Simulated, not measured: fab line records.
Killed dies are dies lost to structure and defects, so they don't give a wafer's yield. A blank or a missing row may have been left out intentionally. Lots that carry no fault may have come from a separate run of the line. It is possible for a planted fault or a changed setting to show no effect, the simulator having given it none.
fab line records	flow nandHarc
record: lots: 13	wafers: 38	lastDay: 24
route steps=1159 shown A_SLIT@791 A_WL_FILL@809 END@1159
lots that met no fault: taken from a fault-free run of the same line
startH: hours from the record's opening day to when the first of the lot's shown wafers began	waitH: how many hours have passed since the lot's step before this one	" as in the row above	L1.1+2: one row covering several wafers at once	- no value, or no start given	* or withheld: withheld	< > ~ a bound
route shown NAME@n: names a module that has steps shown in the file, with the first one's number in the route	usual: mean and standard deviation over wafers with no fault	same: alike in all rows	chamber/n: place in a boat	sites: readings site by site	_std_site: their standard deviation	_edge_site: mean of outer sites minus mean of inner sites	radiusMm: how far each site lies from the wafer's centre	mask NAME#n: copy n	behind: the tool/chamber that last shaped the wafer	hold: reason for holding the lot/hours on hold/outcome of the hold	device: whichever transistor did not switch (one of n, p or np)	end of line: the same wafers' tests at the end of the route	a step given without rows: its recipe and nothing more	killed: dies lost to structure and defects at the first sort, not the wafer's yield	map: a wafer's dies, marking killed ones x, the rest . and places with no die _
set.NAME: the run value of the setting; set.NAME@STEP: its run value at that earlier step	model.NAME: the simulator's own value behind a step, which no gauge read
route steps across a sampled set of lots; one table per step, one row per wafer
services: from which hour (startH, from the record's first day; less than 0 if before it) a tool's chamber was out of use, for how many hours, and why
== steps ==
step: NHARC_A_SLIT_OVL_MEAS_10
usual: overlayXNm: 0.0/0.78	overlayYNm: 0.4/0.59
lot.wafer	tool	chamber	startH	waitH	overlayXNm	overlayYNm
L611.2	overlay-01	-	332.51	-	-0.7	-0.2
L611.5	"	-	"	"	-0.8	0.1
L611.6	"	-	"	"	-0.7	-0.2
L613.2	overlay-02	-	341.90	-	0.4	0.1
L613.3	"	-	"	"	1.5	0.2
L613.4	"	-	"	"	0.2	0.6
L614.1	overlay-02	-	342.25	-	0.3	-0.1
L614.2	"	-	"	"	0.5	-0.2
L614.3	"	-	"	"	0.2	0.1
L615.2	overlay-01	-	364.15	-	0.0	0.2
L615.3	"	-	"	"	-0.3	0.4
L615.4	"	-	"	"	-0.2	0.4
L619.2	overlay-02	-	372.79	-	0.7	1.4
L619.3	"	-	"	"	0.9	0.9
L619.4	"	-	"	"	0.1	0.8
L618.2	overlay-01	-	373.01	-	0.3	0.0
L618.3	"	-	"	"	0.8	0.7
L618.5	"	-	"	"	0.0	-0.4
L621.2	overlay-01	-	397.88	-	0.0	0.8
L621.3	"	-	"	"	0.2	0.7
L621.5	"	-	"	"	0.1	0.9
L623.2	overlay-02	-	407.86	-	-1.6	0.7
L623.3	"	-	"	"	-1.4	0.5
L623.5	"	-	"	"	-1.7	0.2
L622.3	overlay-01	-	409.60	-	-0.4	-0.3
L622.5	"	-	"	"	-0.6	-1.0
L622.6	"	-	"	"	-0.3	-0.6
L626.5	overlay-02	-	422.14	-	0.4	0.3
L626.6	"	-	"	"	1.2	0.4
L625.1	overlay-01	-	423.27	-	0.6	0.7
L625.2	"	-	"	"	0.3	0.7
L625.3	"	-	"	"	0.4	0.8
L628.1	overlay-02	-	434.73	-	-1.2	1.1
L628.2	"	-	"	"	0.1	1.3
L628.4	"	-	"	"	-0.6	1.2
L633.1	overlay-01	-	454.32	-	-0.3	1.0
L633.2	"	-	"	"	-0.4	0.5
L633.4	"	-	"	"	-0.8	1.0
step: NHARC_A_WL_FILL_ALD_00
recipe: targetThkA: 30	pulseTimeS: 3	aldCycles: 30	tempC: 300	material: Al2O3
usual: aldCycles: 30/0	heaterPowerW: 469/37	precursorPulseHeightRel: 0.997/0.02
lot.wafer	tool	chamber	startH	waitH	aldCycles	heaterPowerW	precursorPulseHeightRel
L611.2	aldHk-02	1	343.82	0.2	30	498	0.989
L611.6	"	2	"	"	30	448	1.013
L611.5	"	3	"	"	30	479	0.994
L613.3	aldHk-01	0	353.32	0.1	30	481	1.053
L613.2	"	1	"	"	30	502	0.991
L613.4	"	3	"	"	30	462	1.025
L614.3	aldHk-04	0	353.34	0.1	30	474	0.996
L614.1	"	1	"	"	30	396	0.973
L614.2	"	2	"	"	30	502	0.978
L615.2	aldHk-01	1	375.95	0.7	30	505	0.980
L615.3	"	2	"	"	30	510	0.981
L615.4	"	0	"	"	30	474	0.997
L619.4	aldHk-01	2	385.17	0.1	30	497	1.012
L619.3	"	3	"	"	30	455	1.008
L619.2	"	0	"	"	30	471	1.027
L618.3	aldHk-04	1	385.19	0.1	30	399	1.001
L618.2	"	3	"	"	30	448	1.018
L618.5	"	0	"	"	30	443	1.027
L621.3	aldHk-04	0	410.34	1.2	30	461	0.998
L621.2	"	2	"	"	30	511	0.992
L621.5	"	0	"	"	30	466	0.985
L623.3	aldHk-01	0	419.19	0.1	30	479	1.020
L623.2	"	2	"	"	30	461	0.973
L623.5	"	1	"	"	30	523	0.957
L622.3	aldHk-04	0	419.23	0.1	30	454	0.999
L622.5	"	3	"	"	31	445	0.980
L622.6	"	0	"	"	30	453	0.961
L625.2	aldHk-01	2	433.46	0.1	30	461	1.019
L625.1	"	3	"	"	30	429	1.003
L625.3	"	0	"	"	30	479	0.993
L626.5	aldHk-04	1	433.53	0.2	31	408	0.993
L626.6	"	2	"	"	30	511	0.993
L628.2	aldHk-04	3	446.29	0.1	30	457	0.978
L628.1	"	0	"	"	30	451	0.998
L628.4	"	2	"	"	31	518	0.977
L633.1	aldHk-01	1	465.61	0.1	30	537	1.010
L633.2	"	3	"	"	30	418	1.000
L633.4	"	0	"	"	30	475	1.011
step: NHARC_A_WL_FILL_RTA_01
recipe: tempC: 1000	timeS: 5
usual: lampPowerPct: 29.12/0.21	lamp_zone_3_pct: 29.13/0.21	lamp_zone_6_pct: 29.07/0.21	wafer_temp_C_max: 1003.6/0.84
lot.wafer	tool	chamber	startH	waitH	lampPowerPct	lamp_zone_3_pct	lamp_zone_6_pct	wafer_temp_C_max
L611.2	rtpAnneal-02	0	344.05	-	28.98	28.99	28.94	1003.0
L611.5	"	0	"	"	28.93	29.00	28.92	1003.1
L611.6	"	0	"	"	28.96	28.94	28.89	1003.8
L613.2	rtpAnneal-01	0	353.64	-	29.35	29.40	29.28	1005.0
L613.3	"	0	"	"	29.38	29.32	29.32	1003.2
L613.4	"	0	"	"	29.34	29.34	29.37	1004.2
L614.1	rtpAnneal-01	0	353.78	-	29.33	29.37	29.34	1003.9
L614.2	"	0	"	"	29.37	29.35	29.30	1002.9
L614.3	"	0	"	"	29.38	29.36	29.28	1002.9
L615.2	rtpAnneal-02	0	376.24	-	28.91	28.99	28.91	1003.2
L615.3	"	0	"	"	28.90	28.94	28.96	1003.8
L615.4	"	0	"	"	28.93	29.00	28.91	1002.8
L618.2	rtpAnneal-01	0	385.52	-	29.39	29.36	29.34	1004.5
L618.3	"	0	"	"	29.33	29.35	29.34	1003.1
L618.5	"	0	"	"	29.43	29.38	29.31	1006.1
L619.2	rtpAnneal-02	0	385.68	-	28.94	28.96	28.97	1003.0
L619.3	"	0	"	"	29.01	28.92	28.89	1003.9
L619.4	"	0	"	"	28.96	28.97	28.97	1002.6
L621.2	rtpAnneal-02	0	410.92	0.4	28.98	28.94	28.89	1002.2
L621.3	"	0	"	"	28.94	28.92	28.93	1003.4
L621.5	"	0	"	"	28.94	28.94	28.90	1004.2
L623.2	rtpAnneal-02	0	419.49	-	28.97	28.97	28.86	1003.0
L623.3	"	0	"	"	28.99	28.93	28.88	1003.6
L623.5	"	0	"	"	28.94	28.95	28.89	1003.3
L622.3	rtpAnneal-01	0	419.56	-	29.38	29.40	29.24	1002.7
L622.5	"	0	"	"	29.36	29.37	29.34	1005.0
L622.6	"	0	"	"	29.36	29.39	29.28	1005.3
L626.5	rtpAnneal-02	0	433.81	-	28.99	29.00	28.94	1002.6
L626.6	"	0	"	"	28.95	28.97	28.91	1002.8
L625.1	rtpAnneal-02	0	433.86	-	28.90	28.90	28.90	1003.3
L625.2	"	0	"	"	28.87	28.90	28.89	1003.8
L625.3	"	0	"	"	28.90	28.92	28.83	1003.4
L628.1	rtpAnneal-01	0	446.56	-	29.38	29.37	29.31	1004.2
L628.2	"	0	"	"	29.36	29.36	29.30	1004.2
L628.4	"	0	"	"	29.40	29.35	29.35	1005.3
L633.1	rtpAnneal-02	0	465.87	-	28.99	28.95	28.90	1003.4
L633.2	"	0	"	"	28.98	29.00	28.89	1002.8
L633.4	"	0	"	"	28.95	29.01	28.91	1003.3
step: NHARC_A_WL_FILL_ETCHBACK_04
recipe: targetDepthA: 600	timeS: 120	chemistry: NF3
usual: drypumpMotorCurrentA: 6.1/0.44	oesProductAu: 1.001/0.007
lot.wafer	tool	chamber	startH	waitH	drypumpMotorCurrentA	oesProductAu	rfHoursCounterH
L611.2	rieMetal-02	1	353.98	2.3	6.6	1.006	3.7
L611.6	"	1	"	"	6.7	1.002	-
L611.5	"	0	"	"	6.6	0.991	-
L613.2	rieMetal-02	1	358.29	2.8	6.6	1.017	4.1
L613.4	"	1	"	"	6.7	1.011	-
L613.3	"	0	"	"	6.6	1.005	-
L614.2	rieMetal-01	1	363.69	4.3	5.7	1.001	0.7
L614.1	"	0	"	"	5.4	0.990	0.7
L614.3	"	0	"	"	5.4	0.996	-
L615.2	rieMetal-02	0	384.81	2.4	6.6	0.994	4.9
L615.4	"	1	"	"	6.6	1.002	-
L615.3	"	0	"	"	6.6	0.992	-
L619.2	rieMetal-03	0	397.38	2.4	6.4	1.014	2.9
L619.4	"	0	"	"	6.4	1.013	-
L619.3	"	1	"	"	6.2	1.014	-
L618.2	rieMetal-02	1	399.83	4.3	6.6	1.005	0.0
L618.3	"	1	"	"	6.6	1.001	-
L618.5	"	1	"	"	6.6	1.002	-
L621.2	rieMetal-03	1	415.28	2.4	6.2	1.014	3.2
L621.3	"	0	"	"	6.4	0.995	-
L621.5	"	1	"	"	6.2	1.014	-
L622.3	rieMetal-03	1	423.61	1.5	6.2	1.003	-
L622.5	"	0	"	"	6.4	1.001	-
L622.6	"	1	"	"	6.1	0.997	-
L623.2	rieMetal-02	1	423.62	2.9	6.6	1.005	0.4
L623.3	"	1	"	"	6.6	1.002	-
L623.5	"	0	"	"	6.6	0.995	-
L626.6	rieMetal-03	0	438.90	0.6	6.4	1.005	-
L626.5	"	1	"	"	6.2	1.002	-
L625.1	rieMetal-02	0	439.31	2.8	6.6	1.002	1.0
L625.2	"	1	"	"	6.6	1.019	1.0
L625.3	"	1	"	"	6.7	1.006	-
L628.1	rieMetal-01	0	451.76	2.4	5.4	0.995	3.4
L628.2	"	1	"	"	5.7	1.005	3.4
L628.4	"	0	"	"	5.4	0.996	-
L633.1	rieMetal-03	0	469.96	2.9	6.4	1.005	0.2
L633.2	"	1	"	"	6.2	1.007	0.2
L633.4	"	0	"	"	6.4	1.006	-
step: NHARC_END_SORT_01
recipe: tempC: 25
usual: killedAtArray: 29/12	killedAtOther: 0.7/1	killedAtPeriphery: 4/3.2	killedDies: 34/12	killedOpen: 3.4/2	killedShort: 1.8/1.3
same: grossDies: 677
lot.wafer	tool	chamber	startH	waitH	killedAtArray	killedAtOther	killedAtPeriphery	killedDies	killedOpen	killedShort
L613.2	prober-01	0	456.41	2.8	21	1	12	34	6	3
L613.3	prober-01	0	457.21	3.1	18	0	10	28	1	2
L613.4	prober-01	0	458.01	3.4	20	0	14	34	3	0
L611.2	prober-02	0	461.71	2.8	23	1	4	28	5	1
L611.5	prober-02	0	464.11	3.7	21	0	4	25	3	0
L611.6	prober-02	0	464.91	4.0	27	0	3	30	3	1
L614.1	prober-01	0	473.60	2.5	26	2	5	33	5	1
L614.2	prober-01	0	474.40	2.8	33	3	7	43	5	1
L614.3	prober-01	0	475.20	3.1	28	1	3	32	4	1
L615.2	prober-01	0	490.33	2.7	13	0	6	19	5	2
L615.3	prober-01	0	491.12	3.1	10	0	9	19	2	4
L615.4	prober-01	0	491.92	3.4	9	0	5	14	2	3
L619.2	prober-02	0	490.36	2.8	30	0	2	32	0	1
L619.3	prober-02	0	491.17	3.1	24	0	0	24	2	1
L619.4	prober-02	0	491.98	3.4	27	0	1	28	2	1
L618.2	prober-02	0	498.22	2.8	22	0	5	27	3	4
L618.3	prober-02	0	499.02	3.1	20	0	3	23	0	2
L618.5	prober-02	0	500.61	3.7	16	0	6	22	1	1
L621.2	prober-02	0	506.01	2.8	52	1	5	58	1	0
L621.3	prober-02	0	506.80	3.1	57	0	4	61	1	2
L621.5	prober-02	0	508.39	3.7	60	0	5	65	0	2
L623.2	prober-02	0	530.92	2.8	38	0	3	41	2	3
L623.3	prober-02	0	531.72	3.1	35	1	3	39	3	1
L623.5	prober-02	0	533.32	3.7	44	0	1	45	3	4
L622.3	prober-01	0	531.71	3.1	19	0	3	22	2	0
L622.5	prober-01	0	533.32	3.7	22	1	0	23	1	2
L622.6	prober-01	0	534.12	4.0	14	0	1	15	2	2
L625.1	prober-02	0	544.54	2.5	25	1	0	26	3	0
L625.2	prober-02	0	545.34	2.8	41	0	3	44	7	2
L625.3	prober-02	0	546.14	3.1	38	0	6	44	4	3
L626.5	prober-01	0	555.53	3.7	23	1	13	37	2	0
L626.6	prober-01	0	556.32	4.0	27	2	9	38	3	2
L628.1	prober-01	0	566.16	2.5	16	3	2	21	4	1
L628.2	prober-01	0	566.97	2.8	18	2	2	22	3	4
L628.4	prober-01	0	568.59	3.4	24	2	3	29	4	5
L633.1	prober-02	0	581.74	2.5	43	2	1	46	7	3
L633.2	prober-02	0	582.54	2.8	39	0	1	40	4	1
L633.4	prober-02	0	584.14	3.4	33	1	1	35	2	1
killed by level:class
L613.2 A_SLIT:chamberFilmFlake=12 P_GATE:chamberFilmFlake=3 A_CHANNEL_FILL_D1:geometricParticle:open=2 A_CONTACT:geometricParticle:open=2 P_ZERO_WELL:chamberFilmFlake=2 P_STI:chamberFilmFlake=2 P_M1:chamberFilmFlake=2 P_BONDPAD:chamberFilmFlake=2
L613.3 A_SLIT:chamberFilmFlake=15 P_BONDPAD:chamberFilmFlake=4 P_ZERO_WELL:chamberFilmFlake=2 P_GATE:chamberFilmFlake=2 P_M0:geometricParticle:open=1 P_M1:geometricParticle:short=1 A_WL_FILL:geometricParticle:short=1 A_STAIRCASE:chamberFilmFlake=1
L613.4 A_SLIT:chamberFilmFlake=8 A_CHANNEL_HOLE_D1:chamberFilmFlake=5 P_STI:chamberFilmFlake=4 P_M1:chamberFilmFlake=3 P_BONDPAD:chamberFilmFlake=3 P_GATE:chamberFilmFlake=2 A_ZERO_WELL:chamberFilmFlake=2 A_STAIRCASE:chamberFilmFlake=2
L611.2 A_SLIT:chamberFilmFlake=13 A_CHANNEL_HOLE_D1:chamberFilmFlake=7 P_GATE:geometricParticle:open=1 P_CONTACT:geometricParticle:open=1 P_M0:geometricParticle:open=1 A_SGD_CUT:geometricParticle:open=1 A_CONTACT:geometricParticle:open=1 P_BONDPAD:chamberFilmFlake=1
L611.5 A_CHANNEL_HOLE_D1:chamberFilmFlake=10 A_SLIT:chamberFilmFlake=8 P_ZERO_WELL:chamberFilmFlake=3 P_STI:geometricParticle:open=1 A_BLC:geometricParticle:open=1 A_M0:geometricParticle:open=1 A_STAIRCASE:chamberFilmFlake=1
L611.6 A_SLIT:chamberFilmFlake=12 A_CHANNEL_HOLE_D1:chamberFilmFlake=10 P_ZERO_WELL:chamberFilmFlake=2 P_M1:geometricParticle:open=1 A_SGD_CUT:geometricParticle:short=1 A_CONTACT:geometricParticle:open=1 A_M0:geometricParticle:open=1 A_CHANNEL_FILL_D1:chamberFilmFlake=1
L614.1 A_CHANNEL_HOLE_D1:chamberFilmFlake=10 A_SLIT:chamberFilmFlake=9 P_STI:chamberFilmFlake=3 A_STAIRCASE:chamberFilmFlake=2 THIN_TSV:chamberFilmFlake=2 P_CONTACT:geometricParticle:open=1 P_M0:geometricParticle:open=1 A_CHANNEL_FILL_D1:geometricParticle:short=1
L614.2 A_SLIT:chamberFilmFlake=16 A_CHANNEL_HOLE_D1:chamberFilmFlake=7 P_STI:chamberFilmFlake=3 THIN_TSV:chamberFilmFlake=3 A_BLC:geometricParticle:open=2 P_ZERO_WELL:chamberFilmFlake=2 A_STAIRCASE:chamberFilmFlake=2 A_CONTACT:chamberFilmFlake=2
L614.3 A_SLIT:chamberFilmFlake=13 A_CHANNEL_HOLE_D1:chamberFilmFlake=9 A_M0:geometricParticle:open=2 P_STI:geometricParticle:short=1 P_CONTACT:geometricParticle:open=1 A_BLC:geometricParticle:open=1 P_STI:chamberFilmFlake=1 A_STAIRCASE:chamberFilmFlake=1
L615.2 P_M2:chamberFilmFlake=5 A_CHANNEL_HOLE_D1:chamberFilmFlake=3 A_CONTACT:chamberFilmFlake=3 A_CONTACT:geometricParticle:open=2 A_SOURCE_PLATE:geometricParticle:open=1 A_CHANNEL_FILL_D1:geometricParticle:open=1 A_SGD_CUT:geometricParticle:short=1 A_CONTACT:geometricParticle:short=1
L619.2 A_SLIT:chamberFilmFlake=17 A_CHANNEL_HOLE_D1:chamberFilmFlake=5 A_CONTACT:chamberFilmFlake=3 P_BONDPAD:chamberFilmFlake=2 A_CHANNEL_FILL_D1:chamberFilmFlake=2 A_STAIRCASE:chamberFilmFlake=2 A_WL_FILL:geometricParticle:short=1
L615.3 P_CONTACT:chamberFilmFlake=4 P_M2:chamberFilmFlake=3 A_ONON_D1:geometricParticle:short=2 A_CHANNEL_HOLE_D1:chamberFilmFlake=2 A_STAIRCASE:chamberFilmFlake=2 P_CONTACT:geometricParticle:short=1 A_ONON_D1:geometricParticle:open=1 A_WL_FILL:geometricParticle:short=1
L619.3 A_SLIT:chamberFilmFlake=13 A_CHANNEL_HOLE_D1:chamberFilmFlake=3 A_CHANNEL_FILL_D1:chamberFilmFlake=2 A_CONTACT:chamberFilmFlake=2 A_SGD_CUT:geometricParticle:open=1 A_CONTACT:geometricParticle:open=1 A_M1:geometricParticle:short=1 A_STAIRCASE:chamberFilmFlake=1
L615.4 P_M2:chamberFilmFlake=3 P_CONTACT:chamberFilmFlake=2 A_CHANNEL_HOLE_D1:chamberFilmFlake=2 A_SOURCE_PLATE:geometricParticle:short=1 A_ONON_D1:geometricParticle:open=1 A_CONTACT:geometricParticle:short=1 A_CONTACT:geometricParticle:open=1 A_M0:geometricParticle:short=1
L619.4 A_SLIT:chamberFilmFlake=16 A_CHANNEL_HOLE_D1:chamberFilmFlake=4 A_STAIRCASE:chamberFilmFlake=3 A_CONTACT:chamberFilmFlake=2 P_M1:geometricParticle:open=1 A_WL_FILL:geometricParticle:short=1 A_WL_FILL:geometricParticle:open=1
L618.2 A_CHANNEL_HOLE_D1:chamberFilmFlake=9 P_ZERO_WELL:chamberFilmFlake=3 A_STAIRCASE:chamberFilmFlake=3 A_CHANNEL_FILL_D1:chamberFilmFlake=2 A_WL_FILL:chamberFilmFlake=2 P_GATE:geometricParticle:short=1 P_M0:geometricParticle:open=1 A_CHANNEL_FILL_D1:geometricParticle:short=1
L618.3 A_CHANNEL_HOLE_D1:chamberFilmFlake=16 A_STAIRCASE:chamberFilmFlake=2 A_ONON_D1:geometricParticle:short=1 A_M0:geometricParticle:short=1 P_ZERO_WELL:chamberFilmFlake=1 P_STI:chamberFilmFlake=1 P_GATE:chamberFilmFlake=1
L618.5 A_CHANNEL_HOLE_D1:chamberFilmFlake=13 P_GATE:chamberFilmFlake=3 P_ZERO_WELL:chamberFilmFlake=2 P_M1:geometricParticle:short=1 A_CONTACT:geometricParticle:open=1 A_WL_FILL:chamberFilmFlake=1 A_CONTACT:chamberFilmFlake=1
L621.2 A_CHANNEL_HOLE_D1:chamberFilmFlake=21 A_SLIT:chamberFilmFlake=15 A_CONTACT:chamberFilmFlake=7 A_M0:chamberFilmFlake=5 P_BONDPAD:chamberFilmFlake=3 A_STAIRCASE:chamberFilmFlake=3 P_M1:chamberFilmFlake=2 A_CONTACT:geometricParticle:open=1
L621.3 A_SLIT:chamberFilmFlake=22 A_CHANNEL_HOLE_D1:chamberFilmFlake=21 A_STAIRCASE:chamberFilmFlake=9 A_M0:chamberFilmFlake=2 P_M0:geometricParticle:open=1 P_M0:geometricParticle:short=1 A_WL_FILL:geometricParticle:short=1 P_GATE:chamberFilmFlake=1
L621.5 A_CHANNEL_HOLE_D1:chamberFilmFlake=20 A_SLIT:chamberFilmFlake=16 A_STAIRCASE:chamberFilmFlake=12 A_M0:chamberFilmFlake=6 A_CONTACT:chamberFilmFlake=5 P_BONDPAD:chamberFilmFlake=3 P_M0:geometricParticle:short=1 A_M1:geometricParticle:short=1
L623.2 A_SLIT:chamberFilmFlake=15 A_CHANNEL_HOLE_D1:chamberFilmFlake=14 A_STAIRCASE:chamberFilmFlake=3 A_M1:chamberFilmFlake=2 P_M0:geometricParticle:short=1 A_CHANNEL_FILL_D1:geometricParticle:open=1 A_STAIRCASE:geometricParticle:short=1 A_SGD_CUT:geometricParticle:short=1
L622.3 A_STAIRCASE:chamberFilmFlake=8 A_CHANNEL_HOLE_D1:chamberFilmFlake=6 A_CONTACT:chamberFilmFlake=4 P_ZERO_WELL:geometricParticle:open=1 A_WL_FILL:geometricParticle:open=1 P_CONTACT:chamberFilmFlake=1 P_M2:chamberFilmFlake=1
L623.3 A_SLIT:chamberFilmFlake=16 A_CHANNEL_HOLE_D1:chamberFilmFlake=14 A_STAIRCASE:chamberFilmFlake=2 P_CONTACT:geometricParticle:open=1 P_M0:geometricParticle:open=1 A_ONON_D1:geometricParticle:open=1 A_WL_FILL:geometricParticle:short=1 P_GATE:chamberFilmFlake=1
L623.5 A_SLIT:chamberFilmFlake=16 A_CHANNEL_HOLE_D1:chamberFilmFlake=12 A_M1:chamberFilmFlake=4 A_STAIRCASE:chamberFilmFlake=3 A_WL_FILL:geometricParticle:short=2 A_CONTACT:geometricParticle:open=2 A_CONTACT:chamberFilmFlake=2 P_M0:geometricParticle:short=1
L622.5 A_STAIRCASE:chamberFilmFlake=10 A_CHANNEL_HOLE_D1:chamberFilmFlake=7 A_CONTACT:chamberFilmFlake=3 A_M0:geometricParticle:short=1 A_M0:geometricParticle:open=1 STARTING-WAFER:geometricParticle:short=1
L622.6 A_CHANNEL_HOLE_D1:chamberFilmFlake=4 A_STAIRCASE:chamberFilmFlake=4 A_CONTACT:geometricParticle:open=2 A_CONTACT:chamberFilmFlake=2 P_GATE:geometricParticle:short=1 A_BLC:geometricParticle:short=1 A_SLIT:chamberFilmFlake=1
L625.1 A_CHANNEL_HOLE_D1:chamberFilmFlake=8 A_STAIRCASE:chamberFilmFlake=6 A_CONTACT:chamberFilmFlake=5 A_SLIT:chamberFilmFlake=3 A_CONTACT:geometricParticle:open=2 A_WL_FILL:geometricParticle:open=1 THIN_TSV:chamberFilmFlake=1
L625.2 A_CHANNEL_HOLE_D1:chamberFilmFlake=21 A_CONTACT:chamberFilmFlake=7 A_STAIRCASE:chamberFilmFlake=5 A_WL_FILL:geometricParticle:short=2 A_BLC:geometricParticle:open=2 P_STI:chamberFilmFlake=2 P_M2:geometricParticle:open=1 A_SOURCE_PLATE:geometricParticle:open=1
L625.3 A_CHANNEL_HOLE_D1:chamberFilmFlake=17 A_CONTACT:chamberFilmFlake=9 P_CONTACT:chamberFilmFlake=4 A_STAIRCASE:chamberFilmFlake=4 A_SLIT:chamberFilmFlake=3 A_SLIT:geometricParticle:open=2 P_M0:geometricParticle:open=1 P_M2:geometricParticle:open=1
L626.5 A_STAIRCASE:chamberFilmFlake=9 A_CONTACT:chamberFilmFlake=8 P_ZERO_WELL:chamberFilmFlake=7 P_CONTACT:chamberFilmFlake=6 A_CHANNEL_HOLE_D1:chamberFilmFlake=4 A_ONON_D1:geometricParticle:open=1 A_CHANNEL_FILL_D1:geometricParticle:open=1 THIN_TSV:chamberFilmFlake=1
L626.6 A_CONTACT:chamberFilmFlake=8 A_CHANNEL_HOLE_D1:chamberFilmFlake=6 A_STAIRCASE:chamberFilmFlake=6 P_ZERO_WELL:chamberFilmFlake=5 A_CONTACT:geometricParticle:open=2 P_CONTACT:chamberFilmFlake=2 THIN_TSV:chamberFilmFlake=2 A_SGD_CUT:geometricParticle:short=1
L628.1 A_CHANNEL_HOLE_D1:chamberFilmFlake=5 A_CONTACT:chamberFilmFlake=5 THIN_TSV:chamberFilmFlake=3 A_CONTACT:geometricParticle:open=2 P_M0:geometricParticle:open=1 A_WL_FILL:geometricParticle:open=1 A_CONTACT:geometricParticle:short=1 P_CONTACT:chamberFilmFlake=1
L628.2 A_CHANNEL_HOLE_D1:chamberFilmFlake=8 A_CONTACT:chamberFilmFlake=3 A_CHANNEL_HOLE_D1:geometricParticle:short=2 THIN_TSV:chamberFilmFlake=2 A_CHANNEL_FILL_D1:geometricParticle:short=1 A_CHANNEL_FILL_D1:geometricParticle:open=1 A_SGD_CUT:geometricParticle:short=1 A_WL_FILL:geometricParticle:open=1
L628.4 A_CHANNEL_HOLE_D1:chamberFilmFlake=7 A_CONTACT:chamberFilmFlake=6 A_STAIRCASE:chamberFilmFlake=5 A_CHANNEL_FILL_D1:geometricParticle:short=2 THIN_TSV:chamberFilmFlake=2 P_GATE:geometricParticle:short=1 P_M0:geometricParticle:short=1 P_M2:geometricParticle:open=1
L633.1 A_SLIT:chamberFilmFlake=13 A_CHANNEL_HOLE_D1:chamberFilmFlake=6 A_STAIRCASE:chamberFilmFlake=6 A_M1:chamberFilmFlake=4 A_BLC:geometricParticle:open=2 A_M0:geometricParticle:short=2 A_M0:geometricParticle:open=2 A_CHANNEL_FILL_D1:chamberFilmFlake=2
L633.2 A_SLIT:chamberFilmFlake=14 A_CHANNEL_HOLE_D1:chamberFilmFlake=6 A_STAIRCASE:chamberFilmFlake=6 A_WL_FILL:chamberFilmFlake=3 A_M1:chamberFilmFlake=3 A_ONON_D1:geometricParticle:open=1 A_WL_FILL:geometricParticle:open=1 A_WL_FILL:geometricParticle:short=1
L633.4 A_SLIT:chamberFilmFlake=16 A_CHANNEL_HOLE_D1:chamberFilmFlake=9 A_CONTACT:geometricParticle:open=2 A_M1:chamberFilmFlake=2 P_CONTACT:geometricParticle:short=1 A_CONTACT:chamberFilmFlake=1 A_CHANNEL_FILL_D1:chamberFilmFlake=1 A_STAIRCASE:chamberFilmFlake=1
== services ==
tool	chamber	startH	hours	kind
rieMetal-01	-	332.00	9.0	pm
aldHk-02	-	362.36	1.2	repair
aldHk-04	0	366.46	10.0	ventCycle
aldHk-04	3	366.46	10.0	ventCycle
aldHk-04	0	376.46	-	clean
aldHk-04	1	376.46	-	clean
aldHk-04	2	376.46	-	clean
aldHk-04	3	376.46	-	clean
rieMetal-02	-	388.00	9.0	pm
rieMetal-02	0	388.00	9.0	ventCycle
rieMetal-02	1	388.00	9.0	ventCycle
rieMetal-02	0	397.00	-	clean
rieMetal-02	1	397.00	-	clean
aldHk-01	-	409.12	10.0	pm
aldHk-01	0	409.12	10.0	ventCycle
aldHk-01	1	409.12	10.0	ventCycle
aldHk-01	2	409.12	10.0	ventCycle
aldHk-01	3	409.12	10.0	ventCycle
aldHk-01	0	419.12	-	clean
aldHk-01	1	419.12	-	clean
aldHk-01	2	419.12	-	clean
aldHk-01	3	419.12	-	clean
rieMetal-03	-	453.00	9.0	pm
rieMetal-03	0	453.00	9.0	ventCycle
== key ==
firstSign: step: NHARC_A_WL_FILL_ALD_00	reading: aldCycles	direction: up	sigmas: 99+	usual: 30	struck: 31
effect none on later readings
metAt NHARC_A_WL_FILL_ALD_00
struckLots L622,L626,L628
struckWafers L622.5,L626.5,L628.4
testerLeftOut L622,L626,L628
notActingAt NHARC_A_SLIT_OVL_MEAS_10,NHARC_A_WL_FILL_RTA_01,NHARC_A_WL_FILL_ETCHBACK_04
onsetBetween 410.34 419.23
fault: kind: processParameterDrift	tool: aldHk-04	chamber: -	onsetH: 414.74	steps: NHARC_A_WL_FILL_ALD_00	channel: aldCycles	offset: 1	shape: step	endH: 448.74	scope: struckWafersOnly	actsIn: theseRecipesOnly	stated: 30
testerLeftOut: of these lots the tester's yield and bins aren't shown, on N5 and GAA mostly nor the transistor test; their killed dies are dies lost to structure and defects alone, not to doping, threshold or leakage, so they don't give the yield
